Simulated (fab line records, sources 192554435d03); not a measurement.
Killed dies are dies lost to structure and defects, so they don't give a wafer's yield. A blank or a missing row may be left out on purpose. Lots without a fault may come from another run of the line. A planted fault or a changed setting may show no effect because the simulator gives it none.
fab line records | flow n5_finfet
record lots=7 wafers=21 last_day=18
route steps=1938 shown BEOL_M9@1421
lots that met no fault: from a run of the same line without faults
start_h: hours from the record's first day to the start of the lot's first wafer shown | wait_h: hours since the lot's step before | " the same as in the row above | L1.1+2: a row that stands for several wafers | - no value, or no start given | * or withheld: withheld | < > ~ a bound
route shown NAME@n: a module of which the file shows steps, and the number in the route of the first | usual: mean/standard deviation of fault-free wafers | same: alike in all rows | chamber/n: place in a boat | sites: the reading at each site | _std_site: their standard deviation | _edge_site: outer sites' mean less inner sites' | radius_mm: how far each site lies from the wafer's centre | mask NAME#n: copy n | behind: the tool/chamber that last shaped the wafer | hold: why the lot was held/for how many hours/how that ended | device: the transistor (n, p or np) that didn't switch | end of line: the same wafers' tests at the end of the route | a step without rows: its recipe alone | killed: dies lost to structure and defects at the first sort, not the wafer's yield | map: a wafer's dies, x killed, . not, _ none there
set.NAME: the setting as run; set.NAME@STEP: as run at that earlier step | model.NAME: the simulator's own value behind a step, which no gauge read
lots at some steps of the route; a table a step, a row a wafer
services: from which hour (start_h, from the record's first day; less than 0 if before it) a tool's chamber was out of use, for how many hours, and why
## steps
# step N5_BEOL_M9_STRIP_67
# recipe chemistry=CF4 resist=SiARC power_w=300 bias_power_w=75 pressure_mtorr=50 cf4_flow_sccm=150 rf_frequency_hz=6e+07
# usual drypump_motor_current_A=5.5/0.5 oes_product_au=0.76/0.071 rf_vpp_V=270.7/1.7 showerhead_plenum_p_Torr=1.77/0.067 throttle_valve_pct=13.56/0.22
# columns lot.wafer tool chamber start_h wait_h drypump_motor_current_A oes_product_au rf_hours_counter_h rf_vpp_V showerhead_plenum_p_Torr throttle_valve_pct
L245.2 rie_diel-02 2 255.49 0.0 5.1 0.74 183 269.9 1.72 13.62
L245.3 " 3 " " 5.9 0.75 163 269.9 1.80 13.64
L245.4 " 0 " " 5.2 0.84 69 272.4 1.89 13.26
L246.1 rie_diel-02 1 259.38 0.0 6.3 0.76 173 269.0 1.71 13.44
L246.3 " 3 " " 5.9 0.75 165 271.0 1.80 13.63
L246.6 " 0 " " 5.2 0.83 - 273.6 1.89 13.27
L247.2 rie_diel-06 2 267.87 0.0 5.0 0.72 184 270.0 1.72 13.67
L247.3 " 0 " " 5.5 0.72 185 270.7 1.78 13.93
L247.4 " 0 " " 5.5 0.71 - 270.0 1.78 13.94
L249.2 rie_diel-06 2 285.29 0.0 5.0 0.71 190 270.4 1.72 13.69
L249.3 " 0 " " 5.5 0.71 190 270.7 1.78 13.93
L249.4 " 3 " " 5.5 0.96 4 274.5 1.90 13.10
L253.1 rie_diel-02 0 310.16 0.0 5.2 0.81 86 272.4 1.88 13.32
L253.5 " 2 " " 5.1 0.72 - 270.4 1.72 13.64
L253.6 " 3 " " 5.9 0.75 - 271.1 1.80 13.67
L260.1 rie_diel-01 2 348.71 0.0 6.3 0.69 213 271.4 1.77 13.61
L260.4 " 3 " " 5.8 0.92 24 268.9 1.77 13.27
L260.6 " 0 " " 5.4 0.74 - 268.4 1.66 13.49
L259.2 rie_diel-02 2 348.89 0.0 5.1 0.71 211 269.5 1.71 13.68
L259.4 " 1 " " 6.3 0.74 201 269.6 1.70 13.51
L259.6 " 1 " " 6.2 0.74 - 268.2 1.70 13.50
# step N5_BEOL_M9_HM_OPEN_17
# recipe chemistry=Cl2/BCl3 target_depth_a=200 overetch_a=60 target=TiN mask_material=SOC ion_energy_ev=150 pressure_mtorr=10 icp_w=1000 bias_w=126 Cl2_flow_sccm=53.25 bcl3_flow_sccm=21.75 Ar_flow_sccm=25
# usual drypump_motor_current_A=5.7/0.44 oes_product_au=0.67/0.068 throttle_valve_pct=22.28/0.22
# columns lot.wafer tool chamber start_h wait_h drypump_motor_current_A oes_product_au rf_hours_counter_h throttle_valve_pct
L245.2 rie_metal-03 0 255.53 0.0 5.5 0.62 60 22.33
L245.3 " 1 " " 6.0 0.69 - 22.49
L245.4 " 0 " " 5.5 0.62 - 22.33
L246.1 rie_metal-01 1 259.42 0.0 5.7 0.58 89 22.39
L246.3 " 1 " " 5.7 0.58 - 22.39
L246.6 " 0 " " 5.2 0.79 - 22.43
L247.2 rie_metal-03 0 267.91 0.0 5.5 0.62 61 22.33
L247.3 " 0 " " 5.5 0.62 - 22.31
L247.4 " 1 " " 6.0 0.69 - 22.50
L249.2 rie_metal-02 0 285.33 0.0 5.2 0.71 26 21.96
L249.3 " 1 " " 6.4 0.68 - 21.94
L249.4 " 0 " " 5.1 0.71 - 21.97
L253.1 rie_metal-01 0 310.20 0.0 5.2 0.75 13 22.47
L253.5 " 0 " " 5.2 0.74 - 22.46
L253.6 " 1 " " 5.7 0.57 - 22.40
L260.1 rie_metal-01 1 348.75 0.0 5.7 0.56 101 22.42
L260.4 " 1 " " 5.7 0.56 - 22.40
L260.6 " 0 " " 5.2 0.74 - 22.47
L259.2 rie_metal-03 1 348.93 0.0 6.0 0.67 39 22.51
L259.4 " 0 " " 5.5 0.60 - 22.36
L259.6 " 1 " " 6.0 0.66 - 22.53
# step N5_BEOL_M9_STRIP_19
# recipe chemistry=O2 power_w=400 temp_c=40 pressure_mtorr=30 rf_frequency_hz=6e+07 bias_power_w=0 overash_fraction=0.2 o2_flow_sccm=225
# usual drypump_motor_current_A=5.4/0.51 oes_product_au=0.75/0.069 rf_vpp_V=3.6/0.58 showerhead_plenum_p_Torr=2.05/0.084 throttle_valve_pct=16.64/0.19
# columns lot.wafer tool chamber start_h wait_h drypump_motor_current_A oes_product_au rf_hours_counter_h rf_vpp_V showerhead_plenum_p_Torr throttle_valve_pct
L245.2 rie_diel-06 2 255.74 0.2 5.0 0.73 179 4.1 1.99 16.64
L245.3 " 1 " " 5.0 0.74 168 5.5 2.01 16.74
L245.4 " 2 " " 5.0 0.73 - 3.8 1.99 16.63
L246.1 rie_diel-06 1 259.53 0.1 4.9 0.74 170 2.2 2.01 16.75
L246.3 " 2 " " 5.0 0.72 181 4.0 1.99 16.63
L246.6 " 1 " " 5.0 0.76 - 3.7 2.01 16.73
L247.2 rie_diel-01 2 268.02 0.1 6.3 0.71 188 3.1 2.09 16.64
L247.3 " 0 " " 5.4 0.76 139 4.8 1.93 16.50
L247.4 " 1 " " 4.7 0.68 222 3.4 2.16 16.94
L249.2 rie_diel-06 0 285.44 0.1 5.5 0.71 190 3.7 2.07 16.99
L249.3 " 1 " " 5.0 0.74 179 3.4 2.00 16.74
L249.4 " 2 " " 5.0 0.72 190 3.9 1.99 16.66
L253.1 rie_diel-02 2 310.31 0.1 5.1 0.72 200 2.1 1.98 16.64
L253.5 " 2 " " 5.0 0.71 - 4.1 1.98 16.62
L253.6 " 1 " " 6.3 0.74 - 4.1 2.00 16.58
L260.1 rie_diel-02 2 348.98 0.2 5.1 0.70 211 3.3 1.98 16.63
L260.4 " 3 " " 5.9 0.73 190 3.5 2.09 16.73
L260.6 " 0 " " 5.3 0.81 - 2.9 2.21 16.44
L259.2 rie_diel-01 0 349.09 0.1 5.4 0.73 165 2.6 1.92 16.53
L259.4 " 3 " " 5.7 0.94 24 3.3 2.05 16.31
L259.6 " 1 " " 4.7 0.68 - 4.6 2.15 16.99
# step N5_BEOL_M9_CD_MEAS_18
# recipe pitch_nm=140 target_cd_nm=70
# usual cd_nm=70.1/0.44
# columns lot.wafer tool chamber start_h wait_h cd_nm
L245.2 cd_sem-03 - 255.81 0.1 70.2
L245.3 " - " " 70.2
L245.4 " - " " 69.9
L246.1 cd_sem-01 - 259.60 0.0 70.1
L246.3 " - " " 70.0
L246.6 " - " " 70.0
L247.2 cd_sem-01 - 268.09 0.1 71.2
L247.3 " - " " 70.8
L247.4 " - " " 70.6
L249.2 cd_sem-01 - 285.51 0.1 70.2
L249.3 " - " " 70.0
L249.4 " - " " 69.6
L253.1 cd_sem-01 - 310.38 0.1 69.5
L253.5 " - " " 70.2
L253.6 " - " " 69.9
L260.1 cd_sem-02 - 349.05 0.0 70.4
L260.4 " - " " 70.3
L260.6 " - " " 69.8
L259.2 cd_sem-02 - 349.16 0.1 69.6
L259.4 " - " " 69.9
L259.6 " - " " 69.6
# step N5_BEOL_M9_COAT_63
# recipe resist=SOC temp_c=250 time_s=60 spin_rpm=1500 resist_thk_nm=60
# step N5_BEOL_M9_COAT_64
# recipe resist=SiARC temp_c=220 time_s=60 spin_rpm=1500 resist_thk_nm=12
# step N5_BEOL_M9_COAT_75
# recipe resist=underlayer temp_c=205 time_s=60 spin_rpm=1500 resist_thk_nm=5
# step N5_BEOL_M9_COAT_22
# recipe resist=CAR-EUV spin_rpm=1500 resist_thk_nm=30
# step N5_BEOL_M9_EBR_24
# recipe solvent=PGMEA ebr_width_mm=1.5
# step N5_BEOL_M9_SOFTBAKE_23
# recipe temp_c=110 time_s=60 resist=CAR-EUV
# step N5_BEOL_M9_EXPOSE_25
# recipe mask_id=V8 na=0.33 source_shape=annular sigma_inner=0.4 sigma_outer=0.8 polarization=unpolarized dose_mj=37.25
# step N5_BEOL_M9_PEB_26
# recipe peb_temp_c=100 peb_time_s=60 resist=CAR-EUV
# step N5_BEOL_M9_DEVELOP_27
# recipe develop_time_s=30 developer=TMAH resist=CAR-EUV rinse_liquid=surfactant_rinse dry=air_spin dev_temp_c=23
# usual chill_plate_temp_C=23.00/0.1 develop_time_s=30/0
# columns lot.wafer tool chamber start_h wait_h chill_plate_temp_C develop_time_s model.CAR-EUV_of_BEOL_M9_COAT_22.thk_nm
L245.2 litho_track-05 0 259.34 - 23.02 30 29.4
L245.3 " 0 " " 23.07 30 29.4
L245.4 " 0 " " 22.99 30 29.6
L246.1 litho_track-05 - 259.99 - - - 30.2
L246.3 " - " " - - 30.2
L246.6 " - " " - - 30.2
L247.2 litho_track-05 - 269.72 - - - 30.2
L247.3 " - " " - - 30.2
L247.4 " - " " - - 30.2
L249.2 litho_track-05 - 288.04 - - - 30
L249.3 " - " " - - 30
L249.4 " - " " - - 30
L253.1 litho_track-02 0 311.83 - 23.01 30 29.6
L253.5 " 0 " " 22.96 30 29.6
L253.6 " 0 " " 23.08 30 29.6
L260.1 litho_track-05 0 349.40 - 23.01 30 29.6
L260.4 " 0 " " 23.06 30 29.4
L260.6 " 0 " " 22.99 30 29.4
L259.2 litho_track-05 0 349.96 - 22.87 30 29.6
L259.4 " 0 " " 23.02 30 29.4
L259.6 " 0 " " 22.84 30 29.4
# step N5_BEOL_M9_CD_MEAS_28
# recipe target_cd_nm=70 landing_energy_ev=500 detector=se_inlens polarity=opening
# usual cd_nm=70.03/0.24
# columns lot.wafer tool chamber start_h wait_h cd_nm
L245.2 cd_sem-01 0 259.40 - 70.27
L245.3 " 0 " " 70.45
L245.4 " 0 " " 70.29
L246.1 cd_sem-01 0 260.05 - -
L246.3 " 0 " " -
L246.6 " 0 " " -
L247.2 cd_sem-01 0 269.78 - -
L247.3 " 0 " " -
L247.4 " 0 " " -
L249.2 cd_sem-02 0 288.10 - -
L249.3 " 0 " " -
L249.4 " 0 " " -
L253.1 cd_sem-02 0 311.89 - 70.03
L253.5 " 0 " " 70.42
L253.6 " 0 " " 70.10
L260.1 cd_sem-01 0 349.45 - 69.61
L260.4 " 0 " " 69.94
L260.6 " 0 " " 69.84
L259.2 cd_sem-03 0 350.02 - 69.93
L259.4 " 0 " " 69.90
L259.6 " 0 " " 70.50
## services
# columns tool chamber start_h hours kind
rie_diel-01 2 235.65 2.4 repair
rie_diel-01 3 236.99 5.4 repair
rie_diel-01 3 242.70 - clean
rie_diel-01 3 242.70 - consumable_replace:esc
rie_diel-01 3 242.70 - consumable_replace:focus_ring
rie_diel-01 3 242.70 18.6 scheduled_down
rie_diel-01 3 242.70 18.6 vent_cycle
rie_diel-06 3 247.21 - clean
rie_diel-06 3 247.21 - consumable_replace:focus_ring
rie_diel-06 3 247.21 - consumable_replace:showerhead
rie_diel-06 3 247.21 23.3 scheduled_down
rie_diel-06 3 247.21 23.3 vent_cycle
rie_metal-02 0 258.04 13.5 repair
rie_metal-01 0 262.30 15.0 repair
rie_metal-02 1 266.37 16.0 repair
rie_metal-03 - 271.82 0.6 repair
rie_diel-01 0 277.94 1.8 repair
rie_diel-01 3 279.67 7.2 repair
rie_metal-02 - 290.29 1.9 repair
rie_diel-02 3 292.71 8.2 repair
rie_diel-02 2 316.58 4.0 repair
## key
first_sign step=N5_BEOL_M9_DEVELOP_27 reading=tool_record direction=missing
effect none on later readings
model_effect step=N5_BEOL_M9_DEVELOP_27 value=CAR-EUV_of_BEOL_M9_COAT_22.thk_nm without=29.69 struck=30.13
met_at N5_BEOL_M9_DEVELOP_27
struck_wafers L246.1,L246.3,L246.6,L247.2,L247.3,L247.4,L249.2,L249.3,L249.4
later_rows_left_out L246.1,L246.3,L246.6,L247.2,L247.3,L247.4,L249.2,L249.3,L249.4
sort_left_out L246.1,L246.3,L246.6,L247.2,L247.3,L247.4,L249.2,L249.3,L249.4
onset_between 259.34 259.99
fault kind=skipped_step_whole tool=litho_track-05 chamber=- onset_h=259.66 steps=N5_BEOL_M9_DEVELOP_27 scope=struck_lots_only
# sort_left_out: the simulated sort isn't trusted on such a fault, so these wafers' sort isn't shown, and their yield isn't known
# later_rows_left_out: the simulator's readings of these wafers behind a module that went badly wrong aren't trusted and aren't shown, but for the sort
